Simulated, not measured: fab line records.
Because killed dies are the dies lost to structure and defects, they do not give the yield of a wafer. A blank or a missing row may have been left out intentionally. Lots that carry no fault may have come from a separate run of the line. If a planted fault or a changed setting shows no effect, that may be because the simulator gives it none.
Which tool was responsible? / flow nand_harc / 14 lots, 42 wafers sampled, at 5 steps of a route of 1302

== WHAT THE GAUGES SHOWED, per wafer ==
NHARC_A_ONON_D2_THK_MEAS_27: measures by ellipsometry. Usual: 996 nm for thk_nm, sd 11.
lot=L526; measured=day 13 12:11; on=film_metro-02; thk_nm (nm)=994 995 993; flag=
lot=L527; measured=day 13 12:10; on=film_metro-01; thk_nm (nm)=999 1000 1000; flag=
lot=L528; measured=day 13 17:43; on=film_metro-01; thk_nm (nm)=1007 1006 1004; flag=
lot=L529; measured=day 14 18:05; on=film_metro-01; thk_nm (nm)=991 989 990; flag=
lot=L536; measured=day 17 01:17; on=film_metro-01; thk_nm (nm)=327 326 327; flag=OFF
lot=L538; measured=day 17 17:56; on=film_metro-01; thk_nm (nm)=330 330 331; flag=OFF
lot=L540; measured=day 19 11:32; on=film_metro-01; thk_nm (nm)=1003 1003 1002; flag=
lot=L543; measured=day 20 11:16; on=film_metro-02; thk_nm (nm)=999 997 1001; flag=
lot=L542; measured=day 20 11:16; on=film_metro-02; thk_nm (nm)=999 999 1000; flag=
lot=L544; measured=day 20 11:24; on=film_metro-02; thk_nm (nm)=990 989 990; flag=
lot=L545; measured=day 20 22:08; on=film_metro-01; thk_nm (nm)=1003 1004 1007; flag=
lot=L546; measured=day 21 17:34; on=film_metro-02; thk_nm (nm)=979 978 981; flag=
lot=L547; measured=day 22 03:51; on=film_metro-02; thk_nm (nm)=973 971 972; flag=
lot=L549; measured=day 22 13:57; on=film_metro-01; thk_nm (nm)=1006 1005 1005; flag=

NHARC_A_CHANNEL_HOLE_D2_OVL_MEAS_11. Usual: overlay_x_nm -0.1 nm, standard deviation 0.8; overlay_y_nm -0.1 nm, standard deviation 0.99.
lot=L526; measured=day 13 19:32; on=overlay-02; overlay_x_nm (nm)=0.0 -0.6 -0.5; overlay_y_nm (nm)=0.4 1.0 0.1; flag=
lot=L527; measured=day 13 20:46; on=overlay-02; overlay_x_nm (nm)=0.6 1.1 0.7; overlay_y_nm (nm)=-0.7 0.0 -0.4; flag=
lot=L528; measured=day 13 22:40; on=overlay-01; overlay_x_nm (nm)=-0.1 -0.4 -0.2; overlay_y_nm (nm)=0.2 0.2 0.6; flag=
lot=L529; measured=day 14 21:51; on=overlay-02; overlay_x_nm (nm)=-0.3 -0.4 -0.4; overlay_y_nm (nm)=0.0 -0.7 -0.6; flag=
lot=L540; measured=day 19 16:01; on=overlay-02; overlay_x_nm (nm)=0.5 0.2 -0.1; overlay_y_nm (nm)=-1.1 -2.0 -1.9; flag=
lot=L543; measured=day 20 16:11; on=overlay-02; overlay_x_nm (nm)=-0.5 -0.1 0.1; overlay_y_nm (nm)=0.7 1.3 0.8; flag=
lot=L542; measured=day 20 15:29; on=overlay-01; overlay_x_nm (nm)=-1.8 -1.8 -1.6; overlay_y_nm (nm)=-0.4 -1.0 -0.7; flag=
lot=L544; measured=day 20 17:23; on=overlay-01; overlay_x_nm (nm)=0.4 0.3 0.5; overlay_y_nm (nm)=0.1 -0.1 -0.7; flag=
lot=L545; measured=day 21 01:55; on=overlay-01; overlay_x_nm (nm)=-0.8 -1.0 -0.8; overlay_y_nm (nm)=0.0 0.2 -0.2; flag=
lot=L546; measured=day 21 21:29; on=overlay-01; overlay_x_nm (nm)=0.3 0.6 1.0; overlay_y_nm (nm)=0.9 1.8 1.5; flag=
lot=L547; measured=day 22 09:50; on=overlay-01; overlay_x_nm (nm)=-0.9 -1.3 -1.3; overlay_y_nm (nm)=-0.8 -1.1 -1.0; flag=
lot=L549; measured=day 22 17:52; on=overlay-02; overlay_x_nm (nm)=0.1 0.0 0.1; overlay_y_nm (nm)=-1.4 -1.3 -1.2; flag=

NHARC_END_SORT_01. Usual: killed_at_array 61, standard deviation 24; killed_at_other 1.2, standard deviation 1.3; killed_at_periphery 3.7, standard deviation 2.6; killed_dies 66, standard deviation 23; killed_open 3.3, standard deviation 1.8; killed_short 2.4, standard deviation 1.6.
lot=L536; measured=day 28 21:35; on=prober-02; killed_at_array=674 675 674; killed_at_other=0 0 1; killed_at_periphery=3 2 2; killed_dies=677 677 677; killed_open=4 1 4; killed_short=5 1 1; flag=OFF
lot=L538; measured=day 29 07:20; on=prober-02; killed_at_array=674 674 672; killed_at_other=1 2 2; killed_at_periphery=2 1 3; killed_dies=677 677 677; killed_open=3 6 5; killed_short=1 2 2; flag=OFF

== WHAT TOOL EACH LOT RAN ON (gives the tool, then ch and the chambers of the sampled wafers, and finally the start) ==
lot=L526; NHARC_A_ONON_D2_DEP_25=pecvd_onon-04 ch 0, day 13 11:40; NHARC_A_CHANNEL_HOLE_D2_DEP_01=pecvd-02 ch 0,1,2, day 13 18:53
lot=L527; NHARC_A_ONON_D2_DEP_25=pecvd_onon-02 ch 0, day 13 11:43; NHARC_A_CHANNEL_HOLE_D2_DEP_01=pecvd-02 ch 0,2, day 13 19:59
lot=L528; NHARC_A_ONON_D2_DEP_25=pecvd_onon-04 ch 0, day 13 17:16; NHARC_A_CHANNEL_HOLE_D2_DEP_01=pecvd-02 ch 1,2, day 13 21:52
lot=L529; NHARC_A_ONON_D2_DEP_25=pecvd_onon-01 ch 0, day 14 17:38; NHARC_A_CHANNEL_HOLE_D2_DEP_01=pecvd-04 ch 0,2, day 14 21:13
lot=L536; NHARC_A_ONON_D2_DEP_25=pecvd_onon-04 ch 0, day 17 00:46; NHARC_A_CHANNEL_HOLE_D2_DEP_01=-
lot=L538; NHARC_A_ONON_D2_DEP_25=pecvd_onon-04 ch 0, day 17 17:25; NHARC_A_CHANNEL_HOLE_D2_DEP_01=-
lot=L540; NHARC_A_ONON_D2_DEP_25=pecvd_onon-02 ch 0, day 19 11:02; NHARC_A_CHANNEL_HOLE_D2_DEP_01=pecvd-04 ch 0,1,2, day 19 15:13
lot=L543; NHARC_A_ONON_D2_DEP_25=pecvd_onon-02 ch 0, day 20 10:46; NHARC_A_CHANNEL_HOLE_D2_DEP_01=pecvd-01 ch 0,1,2, day 20 15:23
lot=L542; NHARC_A_ONON_D2_DEP_25=pecvd_onon-04 ch 0, day 20 10:49; NHARC_A_CHANNEL_HOLE_D2_DEP_01=pecvd-02 ch 0,2, day 20 14:38
lot=L544; NHARC_A_ONON_D2_DEP_25=pecvd_onon-01 ch 0, day 20 11:04; NHARC_A_CHANNEL_HOLE_D2_DEP_01=pecvd-02 ch 0,2, day 20 16:34
lot=L545; NHARC_A_ONON_D2_DEP_25=pecvd_onon-04 ch 0, day 20 21:41; NHARC_A_CHANNEL_HOLE_D2_DEP_01=pecvd-01 ch 0,1,2, day 21 01:14
lot=L546; NHARC_A_ONON_D2_DEP_25=pecvd_onon-01 ch 0, day 21 17:04; NHARC_A_CHANNEL_HOLE_D2_DEP_01=pecvd-02 ch 0,1,2, day 21 20:40
lot=L547; NHARC_A_ONON_D2_DEP_25=pecvd_onon-02 ch 0, day 22 03:28; NHARC_A_CHANNEL_HOLE_D2_DEP_01=pecvd-04 ch 0,1, day 22 09:04
lot=L549; NHARC_A_ONON_D2_DEP_25=pecvd_onon-01 ch 0, day 22 13:26; NHARC_A_CHANNEL_HOLE_D2_DEP_01=pecvd-01 ch 1,2, day 22 17:05
- NHARC_A_ONON_D2_DEP_25: target thk 1000 nm.
- NHARC_A_CHANNEL_HOLE_D2_DEP_01: deposits SiON, target thk 140 nm.

== AS READ BY THE TOOLS THEMSELVES (means over the sampled wafers that have a number; for cases with no such wafer, the mark the record gives instead) ==
NHARC_A_CHANNEL_HOLE_D2_DEP_01. Usual: 767 W for heater_power_w, sd 73.
lot=L526; tool=pecvd-02; heater_power_w (W)=747; flag=
lot=L527; tool=pecvd-02; heater_power_w (W)=746; flag=
lot=L528; tool=pecvd-02; heater_power_w (W)=739; flag=
lot=L529; tool=pecvd-04; heater_power_w (W)=728; flag=
lot=L540; tool=pecvd-04; heater_power_w (W)=784; flag=
lot=L543; tool=pecvd-01; heater_power_w (W)=745; flag=
lot=L542; tool=pecvd-02; heater_power_w (W)=770; flag=
lot=L544; tool=pecvd-02; heater_power_w (W)=795; flag=
lot=L545; tool=pecvd-01; heater_power_w (W)=783; flag=
lot=L546; tool=pecvd-02; heater_power_w (W)=785; flag=
lot=L547; tool=pecvd-04; heater_power_w (W)=769; flag=
lot=L549; tool=pecvd-01; heater_power_w (W)=724; flag=

== THE ANSWER, worked out from the rows above alone ==
Rule: a lot is off if the mean of its wafers that have a number lies more than 3 standard deviations from the usual mean. A lot without any number at a reading at which 4 lots or more have one is off too. All remaining lots with rows at the step are treated as sound. The gauges are gone through in route order, then the tools' own readings, and for those a lot's mean is taken as printed above. The first step at which some lot is off is used, and at that step the reading that is off furthest; a lot without a number counts as furthest.
Off, at NHARC_A_ONON_D2_THK_MEAS_27 on thk_nm: L536, L538.
A tool fits if, at a process step before that reading, it ran every lot that is off, and no sound lot after the first of them. The gauges at NHARC_A_ONON_D2_THK_MEAS_27 aren't tried: what is off there is off at NHARC_END_SORT_01 too, on other tools, and a gauge's error can't cause that. Not one of the candidates tried fits.

== WHAT WAS PUT IN BY THE SIMULATOR ==
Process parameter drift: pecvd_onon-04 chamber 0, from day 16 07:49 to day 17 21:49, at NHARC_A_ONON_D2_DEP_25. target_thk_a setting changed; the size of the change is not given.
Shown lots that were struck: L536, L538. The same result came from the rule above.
